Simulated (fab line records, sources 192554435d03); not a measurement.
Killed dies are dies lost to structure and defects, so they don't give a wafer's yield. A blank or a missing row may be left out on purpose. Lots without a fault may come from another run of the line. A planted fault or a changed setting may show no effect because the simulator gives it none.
fab line records | flow n5_finfet
record lots=6 wafers=18 last_day=17
route steps=1938 shown BEOL_M1@780 BEOL_M4@1111 PASSIVATION@1936
lots that met no fault: from a run of the same line without faults
start_h: hours from the record's first day to the start of the lot's first wafer shown | wait_h: hours since the lot's step before | " the same as in the row above | L1.1+2: a row that stands for several wafers | - no value, or no start given | * or withheld: withheld | < > ~ a bound
route shown NAME@n: a module of which the file shows steps, and the number in the route of the first | usual: mean/standard deviation of fault-free wafers | same: alike in all rows | chamber/n: place in a boat | sites: the reading at each site | _std_site: their standard deviation | _edge_site: outer sites' mean less inner sites' | radius_mm: how far each site lies from the wafer's centre | mask NAME#n: copy n | behind: the tool/chamber that last shaped the wafer | hold: why the lot was held/for how many hours/how that ended | device: the transistor (n, p or np) that didn't switch | end of line: the same wafers' tests at the end of the route | a step without rows: its recipe alone | killed: dies lost to structure and defects at the first sort, not the wafer's yield | map: a wafer's dies, x killed, . not, _ none there
set.NAME: the setting as run; set.NAME@STEP: as run at that earlier step | model.NAME: the simulator's own value behind a step, which no gauge read
lots at some steps of the route; a table a step, a row a wafer
services: from which hour (start_h, from the record's first day; less than 0 if before it) a tool's chamber was out of use, for how many hours, and why
## steps
# step N5_BEOL_M1_COAT_22
# recipe resist=CAR-EUV spin_rpm=1500 resist_thk_nm=30
# step N5_BEOL_M1_EBR_24
# recipe solvent=PGMEA ebr_width_mm=1.5
# step N5_BEOL_M1_SOFTBAKE_23
# recipe temp_c=110 time_s=60 resist=CAR-EUV
# step N5_BEOL_M1_EXPOSE_25
# recipe mask_id=V0 na=0.33 source_shape=quasar sigma_inner=0.2 sigma_outer=0.8 polarization=unpolarized defocus_nm=5 target_cd_nm=24 dose_mj=63
# step N5_BEOL_M1_PEB_26
# recipe peb_temp_c=100 peb_time_s=60 resist=CAR-EUV
# step N5_BEOL_M1_DEVELOP_27
# recipe develop_time_s=30 developer=TMAH resist=CAR-EUV rinse_liquid=surfactant_rinse dry=air_spin dev_temp_c=23
# step N5_BEOL_M1_CD_MEAS_28
# recipe landing_energy_ev=500 detector=se_inlens target_cd_y_nm=23.3
# usual cd_nm=24.05/0.26
# columns lot.wafer tool chamber start_h wait_h cd_nm
L806.2 cd_sem-01 0 146.16 - 24.15
L806.4 " 0 " " 23.95
L806.5 " 0 " " 23.83
L812.1 cd_sem-03 0 177.17 - 23.62
L812.2 " 0 " " 24.19
L812.6 " 0 " " 24.01
L813.1 cd_sem-01 0 185.15 - 24.15
L813.4 " 0 " " 23.66
L813.5 " 0 " " 23.84
L818.2 cd_sem-02 0 210.24 - 24.00
L818.3 " 0 " " 24.13
L818.5 " 0 " " 23.88
L820.1 cd_sem-02 0 227.37 - 23.86
L820.3 " 0 " " 23.65
L820.5 " 0 " " 23.96
L825.1 cd_sem-02 0 264.51 - 24.19
L825.4 " 0 " " 23.74
L825.5 " 0 " " 24.22
# step N5_BEOL_M1_OVL_MEAS_29
# recipe points_per_wafer=522
# usual V0_OVL=0.3/0.58
# same points_per_wafer=522
# columns lot.wafer tool chamber start_h wait_h V0_OVL[nm]
L806.2 overlay-01 0 146.20 0.0 -0.5
L806.4 " 0 " " 0.0
L806.5 " 0 " " -0.6
L812.1 overlay-01 0 177.20 0.0 0.5
L812.2 " 0 " " 0.9
L812.6 " 0 " " 1.1
L813.1 overlay-01 0 185.18 0.0 0.5
L813.4 " 0 " " -0.1
L813.5 " 0 " " 0.8
L818.2 overlay-01 0 210.28 0.0 -0.7
L818.3 " 0 " " -0.2
L818.5 " 0 " " -0.9
L820.1 overlay-01 0 227.40 0.0 1.2
L820.3 " 0 " " 1.6
L820.5 " 0 " " 1.0
L825.1 overlay-02 0 264.54 0.0 0.7
L825.4 " 0 " " -0.4
L825.5 " 0 " " 0.1
# step N5_BEOL_M1_INSPECT_30
# recipe mode=adi inspect_instrument=brightfield
# usual raw_defect_count=394/83
# columns lot.wafer tool chamber start_h wait_h raw_defect_count
L806.2 defect_inspect-02 - 146.25 0.0 542
L806.4 " - " " 455
L806.5 " - " " 350
L812.1 defect_inspect-01 - 177.26 0.1 349
L812.2 " - " " 468
L812.6 " - " " 495
L813.1 defect_inspect-02 - 185.23 0.1 321
L813.4 " - " " 373
L813.5 " - " " 407
L818.2 defect_inspect-02 - 210.33 0.0 403
L818.3 " - " " 291
L818.5 " - " " 382
L820.1 defect_inspect-02 - 227.47 0.1 556
L820.3 " - " " 394
L820.5 " - " " 263
L825.1 defect_inspect-01 - 264.59 0.1 405
L825.4 " - " " 459
L825.5 " - " " 358
# step N5_BEOL_M1_DESCUM_33
# recipe chemistry=O2 time_s=7 source_power_w=50 bias_power_w=20 pressure_mtorr=20 rf_frequency_hz=2.712e+07 temp_c=40 resist=CAR-EUV o2_flow_sccm=225
# usual drypump_motor_current_A=5.7/0.51 oes_product_au=0.78/0.07 rf_vpp_V=243.0/1.6 showerhead_plenum_p_Torr=2.10/0.088 temp_c=40.00/0.1 throttle_valve_pct=20.41/0.21
# columns lot.wafer tool chamber start_h wait_h drypump_motor_current_A oes_product_au rf_hours_counter_h rf_vpp_V showerhead_plenum_p_Torr temp_c throttle_valve_pct
L806.2 rie_diel-05 1 146.29 0.0 6.1 0.83 49 245.1 2.21 40.08 20.13
L806.4 " 3 " " 5.8 0.71 202 243.1 2.18 40.12 20.28
L806.5 " 1 " " 6.1 0.84 - 245.0 2.21 40.07 20.13
L812.1 rie_diel-03 3 177.29 0.0 5.4 0.70 229 244.5 2.17 40.05 20.56
L812.2 " 1 " " 6.1 0.91 39 242.4 2.04 39.99 20.25
L812.6 " 3 " " 5.4 0.71 - 243.9 2.17 39.95 20.57
L813.1 rie_diel-05 2 185.27 0.0 6.7 0.81 104 244.7 2.20 39.81 19.99
L813.4 " 0 " " 5.5 0.76 120 242.5 1.95 39.95 20.54
L813.5 " 1 " " 6.1 0.83 - 244.5 2.21 40.14 20.15
L818.2 rie_diel-05 1 210.36 0.0 6.1 0.82 68 245.5 2.20 39.99 20.16
L818.3 " 0 " " 5.6 0.77 128 239.3 1.95 40.14 20.54
L818.5 " 0 " " 5.6 0.77 - 240.2 1.95 40.05 20.54
L820.1 rie_diel-05 0 227.50 0.0 5.6 0.76 133 239.7 1.95 40.11 20.56
L820.3 " 1 " " 6.1 0.81 73 244.4 2.20 40.04 20.16
L820.5 " 0 " " 5.6 0.76 - 240.8 1.95 39.77 20.57
L825.1 rie_diel-01 1 264.63 0.0 5.8 0.82 69 245.0 2.13 39.79 20.57
L825.4 " 2 " " 5.0 0.99 5 242.0 2.04 40.14 20.46
L825.5 " 0 " " 4.9 0.83 - 244.1 2.11 40.11 20.54
# step N5_BEOL_M1_ETCH_77
# recipe chemistry=N2/H2 target=underlayer target_depth_a=65 mask_material=CAR-EUV time_s=5.2 ion_energy_ev=200 pressure_mtorr=30 source_w=840 bias_w=150 n2_flow_sccm=200 h2_flow_sccm=200 ends=cleared
# usual drypump_motor_current_A=5.7/0.51 etch_rf_on_time_s=5.19/0.12 oes_product_au=0.67/0.06 rf_vpp_V=524/3.3 showerhead_plenum_p_Torr=2.54/0.11 throttle_valve_pct=17.80/0.25
# columns lot.wafer tool chamber start_h wait_h drypump_motor_current_A etch_rf_on_time_s oes_product_au rf_hours_counter_h rf_vpp_V showerhead_plenum_p_Torr throttle_valve_pct
L806.2 rie_diel-05 1 146.32 0.0 6.1 5.24 0.73 49 527 2.70 17.63
L806.4 " 3 " " 5.7 5.19 0.60 202 527 2.61 17.43
L806.5 " 1 " " 6.1 5.30 0.72 - 531 2.70 17.59
L812.1 rie_diel-03 3 177.32 0.0 5.4 5.30 0.60 229 527 2.61 17.93
L812.2 " 1 " " 6.1 5.22 0.76 39 522 2.51 17.86
L812.6 " 3 " " 5.4 5.27 0.60 - 526 2.61 17.94
L813.1 rie_diel-05 2 185.30 0.0 6.7 4.99 0.70 104 527 2.67 17.50
L813.4 " 0 " " 5.7 5.02 0.66 120 518 2.35 17.78
L813.5 " 1 " " 6.1 5.28 0.71 - 526 2.70 17.63
L818.2 rie_diel-05 1 210.40 0.0 6.1 5.27 0.70 68 527 2.70 17.65
L818.3 " 0 " " 5.6 5.01 0.65 128 518 2.35 17.83
L818.5 " 0 " " 5.6 5.07 0.66 - 519 2.35 17.82
L820.1 rie_diel-05 0 227.54 0.0 5.6 5.03 0.66 133 516 2.34 17.82
L820.3 " 1 " " 6.1 5.29 0.69 73 527 2.69 17.64
L820.5 " 0 " " 5.6 5.00 0.65 - 517 2.34 17.79
L825.1 rie_diel-01 1 264.66 0.0 5.8 5.04 0.72 69 526 2.57 17.77
L825.4 " 2 " " 5.0 5.18 0.83 5 521 2.50 18.03
L825.5 " 0 " " 4.9 5.17 0.72 - 525 2.58 18.06
# step N5_BEOL_M1_ETCH_69
# recipe chemistry=CF4 target=SiARC target_depth_a=156 mask_material=CAR-EUV time_s=26 ion_energy_ev=80 pressure_mtorr=40 source_w=545 bias_w=36 Ar_flow_sccm=100 cf4_flow_sccm=100 ends=cleared
# usual drypump_motor_current_A=5.7/0.51 etch_rf_on_time_s=25.8/0.64 oes_product_au=0.67/0.061 rf_vpp_V=184.1/1.4 showerhead_plenum_p_Torr=2.14/0.083 throttle_valve_pct=15.54/0.21
# columns lot.wafer tool chamber start_h wait_h drypump_motor_current_A etch_rf_on_time_s oes_product_au rf_hours_counter_h rf_vpp_V showerhead_plenum_p_Torr throttle_valve_pct
L806.2 rie_diel-05 1 146.34 0.0 6.1 26.2 0.72 49 186.3 2.26 15.34
L806.4 " 3 " " 5.8 25.9 0.62 202 183.8 2.21 15.38
L806.5 " 1 " " 6.1 25.9 0.73 - 185.9 2.26 15.37
L812.1 rie_diel-03 3 177.34 0.0 5.4 25.9 0.60 229 185.9 2.20 15.65
L812.2 " 1 " " 6.1 26.0 0.76 39 183.6 2.09 15.39
L812.6 " 3 " " 5.4 26.0 0.61 - 183.2 2.20 15.66
L813.1 rie_diel-05 2 185.32 0.0 6.7 25.2 0.70 104 186.6 2.23 15.16
L813.4 " 0 " " 5.6 25.3 0.67 120 183.3 1.99 15.56
L813.5 " 1 " " 6.1 26.2 0.71 - 185.7 2.26 15.38
L818.2 rie_diel-05 1 210.41 0.0 6.1 26.7 0.71 68 185.8 2.25 15.39
L818.3 " 0 " " 5.6 25.4 0.65 128 180.4 1.99 15.58
L818.5 " 0 " " 5.6 25.2 0.66 - 182.1 1.99 15.57
L820.1 rie_diel-05 0 227.55 0.0 5.6 25.0 0.66 133 182.3 1.99 15.59
L820.3 " 1 " " 6.1 26.0 0.70 73 184.3 2.25 15.39
L820.5 " 0 " " 5.6 25.0 0.66 - 181.1 1.99 15.58
L825.1 rie_diel-01 1 264.68 0.0 5.8 25.2 0.72 69 185.9 2.16 15.60
L825.4 " 2 " " 5.0 25.8 0.84 5 183.4 2.11 15.65
L825.5 " 0 " " 4.9 25.5 0.72 - 183.7 2.15 15.60
# step N5_BEOL_M1_ALD_98
# recipe material=SiO2 target_thk_a=25 temp_c=100 ald_precursor_family=BDEAS ald_co_reactant=O2-plasma pulse_time_s=1 co_reactant_pulse_time_s=1 purge_time_s=2 co_reactant_purge_time_s=2 ald_cycles=17 pressure_torr=2
# usual ald_cycles=17/0 heater_power_outer_w=42/4 heater_power_w=81/7.5 precursor_pulse_height_rel=0.999/0.021 susceptor_temp_C=100.02/0.13
# same co_reactant_purge_time_s=2
# columns lot.wafer tool chamber start_h wait_h ald_cycles heater_power_outer_w heater_power_w precursor_pulse_height_rel susceptor_temp_C model.SiO2_of_BEOL_M1_ALD_98.thk_nm
L806.2 ald_sin-02 0 146.42 0.1 17 37 76 1.034 100.24 2.4
L806.4 " 1 " " 17 40 78 1.020 100.07 2.6
L806.5 " 0 " " 17 37 75 0.987 99.97 2.4
L812.1 ald_sin-03 3 177.42 0.1 12 40 84 1.001 - 1.8
L812.2 " 0 " " 12 47 96 0.994 - 1.8
L812.6 " 2 " " 12 44 85 0.989 - 1.8
L813.1 ald_sin-03 3 185.68 0.3 12 42 86 0.961 - 1.8
L813.4 " 2 " " 12 43 83 1.003 - 1.8
L813.5 " 0 " " 12 48 97 1.020 - 1.8
L818.2 ald_sin-04 1 210.72 0.3 17 32 64 0.961 99.93 2.4
L818.3 " 3 " " 17 37 69 1.009 99.97 2.6
L818.5 " 3 " " 17 37 70 0.980 99.90 2.6
L820.1 ald_sin-04 2 227.64 0.1 17 42 84 1.018 100.13 2.6
L820.3 " 0 " " 17 45 83 1.009 100.01 2.4
L820.5 " 3 " " 17 38 69 0.973 100.16 2.6
L825.1 ald_sin-03 2 265.05 0.3 17 43 85 0.974 99.95 2.6
L825.4 " 0 " " 17 47 96 0.982 100.01 2.6
L825.5 " 2 " " 17 44 84 1.034 100.11 2.6
# step N5_BEOL_M1_ETCHBACK_99
# recipe chemistry=CHF3 target=SiO2 target_depth_a=50 time_s=10.4 source_w=215 bias_w=47 Ar_flow_sccm=200 CHF3_flow_sccm=12 ion_energy_ev=100 pressure_mtorr=30
# usual drypump_motor_current_A=5.6/0.5 oes_product_au=0.78/0.081 rf_vpp_V=240/5.3 showerhead_plenum_p_Torr=2.14/0.067 throttle_valve_pct=17.04/0.21
# columns lot.wafer tool chamber start_h wait_h drypump_motor_current_A oes_product_au rf_hours_counter_h rf_vpp_V showerhead_plenum_p_Torr throttle_valve_pct
L806.2 rie_diel-03 0 150.40 3.9 5.9 0.73 155 248 2.15 17.18
L806.4 " 3 " " 5.4 0.71 222 234 2.21 17.07
L806.5 " 2 " " 5.0 0.76 - 238 2.07 17.07
L812.1 rie_diel-03 2 178.35 0.9 5.1 0.76 156 237 2.07 17.09
L812.2 " 1 " " 6.1 0.89 39 241 2.09 16.81
L812.6 " 2 " " 5.0 0.76 - 238 2.07 17.09
L813.1 rie_diel-05 0 187.93 2.2 5.6 0.77 120 229 2.00 17.02
L813.4 " 3 " " 5.8 0.71 212 244 2.22 16.85
L813.5 " 2 " " 6.7 0.82 - 240 2.23 16.53
L818.2 rie_diel-01 1 211.45 0.7 5.8 0.86 50 243 2.19 17.08
L818.3 " 3 " " 5.3 0.68 217 234 2.05 17.13
L818.5 " 2 " " 5.0 0.68 - 244 2.11 17.53
L820.1 rie_diel-03 3 227.75 0.1 5.4 0.69 245 233 2.20 17.10
L820.3 " 1 " " 6.1 0.87 55 242 2.08 16.85
L820.5 " 2 " " 5.1 0.74 - 237 2.07 17.12
L825.1 rie_diel-03 1 266.65 1.6 6.1 0.85 70 240 2.08 16.87
L825.4 " 2 " " 5.0 0.73 - 237 2.06 17.14
L825.5 " 0 " " 5.9 0.70 - 247 2.14 17.25
# step N5_BEOL_M1_ETCH_70
# recipe chemistry=N2/H2 target=SOC target_depth_a=800 overetch_a=160 mask_material=SiARC temp_c=40 time_s=120 ion_energy_ev=200 pressure_mtorr=30 source_w=840 bias_w=150 n2_flow_sccm=200 h2_flow_sccm=200
# usual drypump_motor_current_A=5.6/0.49 oes_product_au=0.60/0.058 rf_vpp_V=523.4/2.5 showerhead_plenum_p_Torr=2.53/0.086 temp_c=39.99/0.12 throttle_valve_pct=17.83/0.25
# columns lot.wafer tool chamber start_h wait_h drypump_motor_current_A oes_product_au rf_hours_counter_h rf_vpp_V showerhead_plenum_p_Torr temp_c throttle_valve_pct
L806.2 rie_diel-03 0 150.44 0.0 5.9 0.57 155 522.1 2.55 39.87 18.03
L806.4 " 3 " " 5.4 0.55 222 526.5 2.62 39.85 17.88
L806.5 " 2 " " 5.1 0.59 - 520.8 2.42 40.16 17.52
L812.1 rie_diel-03 2 178.38 0.0 5.1 0.58 156 519.8 2.42 39.91 17.54
L812.2 " 1 " " 6.1 0.69 39 521.2 2.51 39.88 17.84
L812.6 " 2 " " 5.1 0.58 - 520.9 2.42 40.03 17.55
L813.1 rie_diel-05 0 187.97 0.0 5.6 0.58 120 516.6 2.35 40.21 17.74
L813.4 " 3 " " 5.7 0.54 212 526.3 2.61 39.86 17.42
L813.5 " 2 " " 6.7 0.62 - 528.2 2.67 39.93 17.46
L818.2 rie_diel-01 1 211.48 0.0 5.8 0.64 50 523.9 2.58 39.83 17.72
L818.3 " 3 " " 5.4 0.54 217 520.5 2.43 39.70 17.90
L818.5 " 2 " " 5.0 0.53 - 522.3 2.51 39.99 18.40
L820.1 rie_diel-03 3 227.79 0.0 5.4 0.53 245 525.7 2.61 40.08 17.91
L820.3 " 1 " " 6.1 0.66 55 522.5 2.50 40.07 17.86
L820.5 " 2 " " 5.1 0.57 - 520.6 2.41 40.13 17.57
L825.1 rie_diel-03 1 266.69 0.0 6.1 0.64 70 520.7 2.50 39.76 17.89
L825.4 " 2 " " 5.1 0.57 - 519.7 2.41 39.90 17.59
L825.5 " 0 " " 5.9 0.54 - 523.6 2.54 40.08 18.08
# step N5_BEOL_M1_STRIP_71
# recipe chemistry=N2/H2 temp_c=40 n2_flow_sccm=200 h2_flow_sccm=200 rf_frequency_hz=6e+07
# step N5_BEOL_M1_STRIP_78
# recipe chemistry=N2/H2 temp_c=40 n2_flow_sccm=200 h2_flow_sccm=200 rf_frequency_hz=6e+07
# step N5_BEOL_M1_VIA_ETCH_34
# recipe chemistry=C4F6/O2 target_depth_a=678 mask_material=SOC pressure_mtorr=15 ion_energy_ev=250 taper_deg=4 time_s=64.4 source_w=350 bias_w=170 Ar_flow_sccm=300 C4F6_flow_sccm=10 O2_flow_sccm=10
# usual drypump_motor_current_A=5.6/0.5 oes_product_au=0.78/0.08 rf_vpp_V=663/14 showerhead_plenum_p_Torr=2.82/0.085 throttle_valve_pct=30.72/0.27
# columns lot.wafer tool chamber start_h wait_h drypump_motor_current_A oes_product_au rf_hours_counter_h rf_vpp_V showerhead_plenum_p_Torr throttle_valve_pct model.BEOL_M1.cd_nm
L806.2 rie_diel-03 0 150.54 0.0 5.9 0.74 155 684 2.84 30.99 18.4
L806.4 " 3 " " 5.4 0.71 222 646 2.92 30.76 17.6
L806.5 " 2 " " 5.1 0.77 - 659 2.74 30.56 17.8
L812.1 rie_diel-03 2 178.48 0.0 5.1 0.76 156 659 2.74 30.57 19
L812.2 " 1 " " 6.2 0.89 39 669 2.76 30.55 19.6
L812.6 " 2 " " 5.0 0.75 - 660 2.74 30.56 19
L813.1 rie_diel-05 0 188.07 0.0 5.6 0.76 121 636 2.64 30.84 19.8
L813.4 " 3 " " 5.8 0.71 212 680 2.93 30.32 18.8
L813.5 " 2 " " 6.7 0.82 - 666 2.95 29.97 19.2
L818.2 rie_diel-01 1 211.58 0.0 5.9 0.85 50 676 2.88 30.83 18.8
L818.3 " 3 " " 5.4 0.68 217 651 2.71 30.88 18.4
L818.5 " 2 " " 5.0 0.68 - 673 2.79 31.21 18.2
L820.1 rie_diel-03 3 227.89 0.0 5.4 0.69 245 644 2.91 30.77 17.8
L820.3 " 1 " " 6.1 0.88 55 667 2.76 30.58 18
L820.5 " 2 " " 5.1 0.76 - 658 2.73 30.58 17.6
L825.1 rie_diel-03 1 266.79 0.0 6.1 0.85 70 669 2.75 30.58 18
L825.4 " 2 " " 5.0 0.73 - 658 2.73 30.61 18
L825.5 " 0 " " 5.9 0.70 - 683 2.83 31.01 18.2
# step N5_BEOL_M1_STRIP_83
# recipe chemistry=C4F6/O2 resist=SiARC rf_frequency_hz=6e+07
# step N5_BEOL_M4_RC_MEAS_101
# usual DIBL_N=36.3/1.6 DIBL_P=36.2/2.1 IOFF_N=0.16/0.031 IOFF_P=0.21/0.034 ION_N=673/11 ION_P=461/7.4 SS_N=71.6/0.55 SS_P=73.3/0.66 VT_N=251/3.2 VT_P=-251/3.5
# columns lot.wafer tool chamber start_h wait_h DIBL_N[mV/V] DIBL_P[mV/V] IOFF_N[nA/um] IOFF_P[nA/um] ION_N[uA/um] ION_P[uA/um] SS_N[mV/dec] SS_P[mV/dec] VT_N[mV] VT_P[mV]
L806.2 prober-02 0 185.20 0.2 34.9 34.7 0.14 0.20 666 457 71.0 72.7 253 -249
L806.4 " 0 " " 35.7 36.1 0.14 0.22 671 463 71.3 73.4 255 -248
L806.5 " 0 " " 34.6 34.3 0.13 0.19 663 460 70.6 73.1 254 -250
L812.1 prober-01 0 210.89 0.0 32.9 32.4 0.12 0.15 676 463 71.4 72.2 254 -253
L812.2 " 0 " " 35.5 35.3 0.14 0.19 675 462 71.1 73.2 255 -251
L812.6 " 0 " " 33.6 33.7 0.13 0.16 681 463 71.8 73.3 253 -254
L813.1 prober-01 0 222.25 0.0 38.7 37.6 0.19 0.22 685 460 72.0 73.6 247 -249
L813.4 " 0 " " 36.7 35.4 0.15 0.19 668 454 71.9 73.4 250 -253
L813.5 " 0 " " 35.9 33.3 0.15 0.17 671 457 71.2 73.1 252 -251
L818.2 prober-02 0 245.59 0.2 35.8 36.0 0.16 0.23 678 469 71.1 72.4 246 -247
L818.3 " 0 " " 35.2 36.1 0.15 0.23 671 466 71.1 72.8 247 -244
L818.5 " 0 " " 36.3 37.2 0.17 0.25 685 485 71.4 72.8 249 -243
L820.1 prober-01 0 261.67 0.0 39.5 40.3 0.22 0.26 689 467 72.5 75.0 246 -250
L820.3 " 0 " " 41.2 40.7 0.25 0.26 695 462 72.7 74.6 244 -248
L820.5 " 0 " " 39.4 39.9 0.22 0.26 702 476 71.9 74.7 245 -248
L825.1 prober-01 0 297.85 0.0 35.5 35.7 0.15 0.17 680 464 71.4 72.9 250 -256
L825.4 " 0 " " 37.2 38.6 0.20 0.23 682 467 71.6 74.1 247 -250
L825.5 " 0 " " 38.1 39.8 0.20 0.25 686 470 72.0 74.1 247 -250
# step N5_PASSIVATION_PROBE_49
# usual defect_limited_yield=91.5/1.5 killed_at_M0_to_M3=32/9.4 killed_at_M4_up=12/5.1 killed_at_contacts=11/7.4 killed_at_front_end=41/11 killed_at_other=3.4/2.5 killed_dies=100/17 killed_open=65/14 killed_short=33/7 sort_bin_4_leakage=0.00/0.01 sort_bin_5_function=4.9/0.96 sort_bin_6_memory=3.1/0.7 sort_n_pass=1080/17 sort_yield_pct=91.5/1.5
# same gross_dies=1180 killed_at_back_side=0 sort_bin_8_speed[%]=0
# columns lot.wafer tool chamber start_h wait_h defect_limited_yield[%] killed_at_M0_to_M3 killed_at_M4_up killed_at_contacts killed_at_front_end killed_at_other killed_dies killed_open killed_short sort_bin_4_leakage[%] sort_bin_5_function[%] sort_bin_6_memory[%] sort_n_pass sort_yield_pct[%]
L806.4 prober-02 - 289.87 0.2 91.0 23 9 7 63 4 106 71 34 0 5.5 3.1 1074 91.0
L812.2 prober-02 - 305.16 0.1 88.1 63 12 10 54 2 141 91 42 0 7.5 3.5 1039 88.1
L813.1 prober-02 - 317.61 0.0 90.0 48 11 26 33 0 118 83 28 0 5.7 3.6 1062 90.0
L813.4 prober-02 - 317.76 0.2 89.6 38 13 20 50 2 123 89 31 0 5.6 4.7 1057 89.6
L813.5 prober-02 - 317.81 0.2 89.2 53 16 19 33 6 127 93 32 0 6.7 3.9 1053 89.2
# killed by level:class
L806.4 STI_FIN_REVEAL:geometric_particle:open=21 GATE_CUT:geometric_particle:short=11 FIN_SAQP:geometric_particle:open=9 MOL_CONTACT_COAG:geometric_particle:open=6 BEOL_M0_SAQP:geometric_particle:open=6 STI_FIN_REVEAL:geometric_particle:short=5 GATE_CUT:geometric_particle:open=5 BEOL_M2:geometric_particle:open=5
L812.2 FIN_SAQP:geometric_particle:open=20 BEOL_M2:geometric_particle:open=18 STI_FIN_REVEAL:geometric_particle:open=11 BEOL_M0_SAQP:geometric_particle:short=10 BEOL_M0_SAQP:geometric_particle:open=8 MOL_CONTACT_COAG:geometric_particle:open=7 BEOL_M1:geometric_particle:open=7 FIN_SAQP:geometric_particle:short=5
L813.1 MOL_CONTACT_COAG:geometric_particle:open=19 BEOL_M1:geometric_particle:open=13 STI_FIN_REVEAL:geometric_particle:open=12 BEOL_M0_SAQP:geometric_particle:short=11 BEOL_M0_SAQP:geometric_particle:open=11 MOL_CONTACT_COAG:geometric_particle:short=7 FIN_SAQP:geometric_particle:open=6 STARTING-WAFER:geometric_particle:open=4
L813.4 STI_FIN_REVEAL:geometric_particle:open=16 MOL_CONTACT_COAG:geometric_particle:open=15 BEOL_M3:geometric_particle:open=10 FIN_SAQP:geometric_particle:open=9 BEOL_M2:geometric_particle:open=7 BEOL_M1:geometric_particle:open=7 STARTING-WAFER:geometric_particle:short=6 FIN_SAQP:geometric_particle:short=5
L813.5 MOL_CONTACT_COAG:geometric_particle:open=16 BEOL_M3:geometric_particle:open=13 BEOL_M1:geometric_particle:open=10 BEOL_M0_SAQP:geometric_particle:open=8 FIN_SAQP:geometric_particle:open=7 STI_FIN_REVEAL:geometric_particle:open=7 ILD0:geometric_particle:open=6 BEOL_M0_SAQP:geometric_particle:short=5
## services
# columns tool chamber start_h hours kind
rie_diel-01 1 140.00 12.9 repair
ald_sin-03 0 150.53 8.9 repair
rie_diel-05 - 159.79 0.5 repair
ald_sin-04 - 177.17 14.0 pm
ald_sin-04 0 177.17 14.0 vent_cycle
ald_sin-04 1 177.17 14.0 vent_cycle
ald_sin-04 2 177.17 14.0 vent_cycle
rie_diel-03 0 181.89 7.9 repair
ald_sin-02 - 207.28 6.1 pm
rie_diel-01 3 211.88 14.8 repair
ald_sin-04 2 230.19 1.8 repair
rie_diel-01 2 230.42 - clean
rie_diel-01 2 230.42 - consumable_replace:focus_ring
rie_diel-01 2 230.42 13.2 scheduled_down
rie_diel-01 2 230.42 13.2 vent_cycle
rie_diel-03 3 232.01 2.0 repair
rie_diel-03 3 245.09 - clean
rie_diel-03 3 245.09 - consumable_replace:focus_ring
rie_diel-03 3 245.09 17.9 scheduled_down
rie_diel-03 3 245.09 17.9 vent_cycle
ald_sin-02 3 256.96 3.4 repair
ald_sin-03 3 257.28 54.2 repair
ald_sin-03 0 265.29 12.3 repair
rie_diel-03 3 266.40 4.3 repair
## key
first_sign step=N5_BEOL_M1_ALD_98 reading=ald_cycles direction=down sigmas=99+ usual=* struck=*
effect none on later readings
model_effect step=N5_BEOL_M1_ALD_98 value=SiO2_of_BEOL_M1_ALD_98.thk_nm without=2.533 struck=1.8
model_effect step=N5_BEOL_M1_VIA_ETCH_34 value=BEOL_M1.cd_nm without=17.73 struck=19.23
met_at N5_BEOL_M1_ALD_98
struck_wafers L812.1,L812.2,L812.6,L813.1,L813.4,L813.5
fault kind=process_parameter_drift tool=ald_sin-03 chamber=- onset_h=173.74 steps=N5_BEOL_M1_ALD_98 channel=ald_cycles offset=* shape=step end_h=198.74 acts_in=* stated=*
